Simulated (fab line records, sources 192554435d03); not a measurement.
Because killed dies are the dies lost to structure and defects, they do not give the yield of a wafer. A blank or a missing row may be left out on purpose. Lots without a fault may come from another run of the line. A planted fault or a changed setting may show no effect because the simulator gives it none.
The tool behind it: which one? -- flow n5_finfet -- 10 lots, 30 wafers sampled, at 1 step of a route of 1938

== WHAT THE GAUGES READ, wafer by wafer ==
N5_BEOL_M0_CUTY_INSPECT_59: inspects for defects (macro).
lot,measured,on,raw_defect_count
L131,day 5 16:12,defect_inspect-02,3 2 3
L132,day 6 00:46,defect_inspect-01,3 1 1
L135,day 6 15:46,defect_inspect-01,3 2 1
L143,day 8 19:31,defect_inspect-02,1 1 0
L145,day 9 15:42,defect_inspect-02,0 4 1
L147,day 9 19:52,defect_inspect-01,1 3 7
L148,day 10 00:56,defect_inspect-01,2 3 2
L149,day 10 11:35,defect_inspect-02,5 3 0
L150,day 10 12:33,defect_inspect-02,4 2 1
L151,day 10 16:20,defect_inspect-02,3 3 4

== EACH LOT AND THE TOOL THAT RAN IT (in order: tool; ch and the chambers of the sampled wafers; start) ==
The record holds no process step before these readings.

== THE ANSWER, worked out from the rows above alone ==
Rule: the usual values come from the lots themselves. The widest of any qualifying gaps counts: lots, ordered by their means at a reading, are off when they make up no more than a third of the lots, leave a main group of 4 or more, and stand apart from it by 3 or more times the standard deviation of that group's means. The tables above print the reading to a certain number of digits; a main group whose means all agree to those digits is not used. Also off: a lot with no number at a reading for which 4 or more lots have one. Where the step has rows for the other lots, those lots are counted as sound.
Across all readings shown, no lot is off: no conclusion can be drawn from this.

== WHAT THE SIMULATOR HAD INSERTED ==
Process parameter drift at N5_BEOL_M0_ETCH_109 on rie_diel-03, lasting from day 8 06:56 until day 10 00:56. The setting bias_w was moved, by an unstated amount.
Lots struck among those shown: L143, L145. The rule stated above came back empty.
